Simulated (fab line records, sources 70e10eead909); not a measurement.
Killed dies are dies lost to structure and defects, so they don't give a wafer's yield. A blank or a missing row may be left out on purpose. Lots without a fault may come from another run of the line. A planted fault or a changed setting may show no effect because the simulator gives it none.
Chamber matching | flow nand_harc | NHARC_A_STAIRCASE_TRIM_220 on rie_diel-08: 4 sister chambers
The step chemistry O2, time 211.2 s. 4 wafers are shown with their chamber, then 10 later ones without.

WAFERS WITH THEIR CHAMBER
wafer  | chamber | showerhead_plenum_p_Torr (Torr)
L083.1 | 2       | 3.38
L083.3 | 1       | 3.48
L085.1 | 0       | 3.32
L085.4 | 3       | 3.32

WAFERS WITHOUT THEIR CHAMBER
wafer  | showerhead_plenum_p_Torr (Torr)
L085.6 | 3.48
L089.1 | 3.48
L089.5 | 3.32
L089.6 | 3.32
L093.1 | 3.37
L093.3 | 3.32
L093.4 | 3.31
L095.1 | 3.37
L095.2 | 3.47
L095.4 | 3.31

WHICH CHAMBER EACH WENT THROUGH
wafer  | from the rows above     | in truth
L085.6 | 1                       | 1
L089.1 | 1                       | 1
L089.5 | can't be placed: 0 or 3 | 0
L089.6 | can't be placed: 0 or 3 | 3
L093.1 | 2                       | 2
L093.3 | can't be placed: 0 or 3 | 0
L093.4 | can't be placed: 0 or 3 | 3
L095.1 | 2                       | 2
L095.2 | 1                       | 1
L095.4 | can't be placed: 0 or 3 | 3
Placed correctly: 5 of 10. Can't be placed from these rows: 5 (the true chamber is among the candidates in 5). Placed wrongly: 0.
How it was worked out, from the rows above alone: a wafer's distance from a chamber is the root of the sum, over the readings, of the square of ((its reading less the chamber's mean) divided by the reading's scatter). The wafer belongs to the nearest chamber; if the next one is less than 2 further off, it can't be placed. A chamber's mean is the mean of its shown wafers. The scatter: with one shown wafer a chamber, the root of the mean of the squares of how far each hidden wafer lies from its nearest shown one.
